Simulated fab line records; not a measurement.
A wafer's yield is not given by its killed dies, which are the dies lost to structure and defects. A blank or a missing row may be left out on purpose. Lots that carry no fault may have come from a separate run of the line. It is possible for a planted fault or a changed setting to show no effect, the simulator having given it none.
Chamber matching	flow nandHarc	aldHk-03 running NHARC_A_WL_FILL_ALD_00: 4 sister chambers
The step deposits Al2O3, target thk 3 nm, pulse time 3 s, ald cycles 30. 7 wafers are shown with their chamber, then 7 later ones without.

== WAFERS WITH THEIR CHAMBER ==
wafer	chamber	heaterPowerW (W)	precursorPulseHeightRel
L076.6	0	477	1.007
L080.1	0	472	0.987
L083.2	2	413	0.981
L083.3	3	443	1.016
L083.5	1	407	1.066
L089.2	1	406	1.008
L089.3	3	408	0.986

== WAFERS WITH NO CHAMBER GIVEN ==
wafer	heaterPowerW (W)	precursorPulseHeightRel
L089.4	488	0.994
L095.3	416	0.972
L095.4	415	1.014
L095.5	414	0.976
L097.2	412	0.995
L097.4	476	0.973
L097.6	414	1.001

== WHICH CHAMBER EACH WENT THROUGH ==
wafer	from the rows above	in truth
L089.4	0	0
L095.3	can't be placed: 2 or 3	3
L095.4	can't be placed: 3 or 1 or 2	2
L095.5	can't be placed: 2 or 3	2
L097.2	can't be placed: 2 or 3 or 1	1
L097.4	0	0
L097.6	can't be placed: 2 or 3 or 1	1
2 of 7 placed correctly. Not placeable from these rows: 5 (in 5, the candidates include the true chamber). Placed wrongly: 0.
How it was worked out, from the rows above alone: a wafer's distance from a chamber is the root of the sum, over the readings, of the square of ((its reading less the chamber's mean) divided by the reading's scatter). The wafer belongs to the nearest chamber; if the next one is less than 2 further off, it can't be placed. A chamber's mean is the mean of its shown wafers. The scatter: take each reading less its chamber's mean, square it, sum over the shown wafers, divide by the number of wafers less the number of chambers, and take the root.
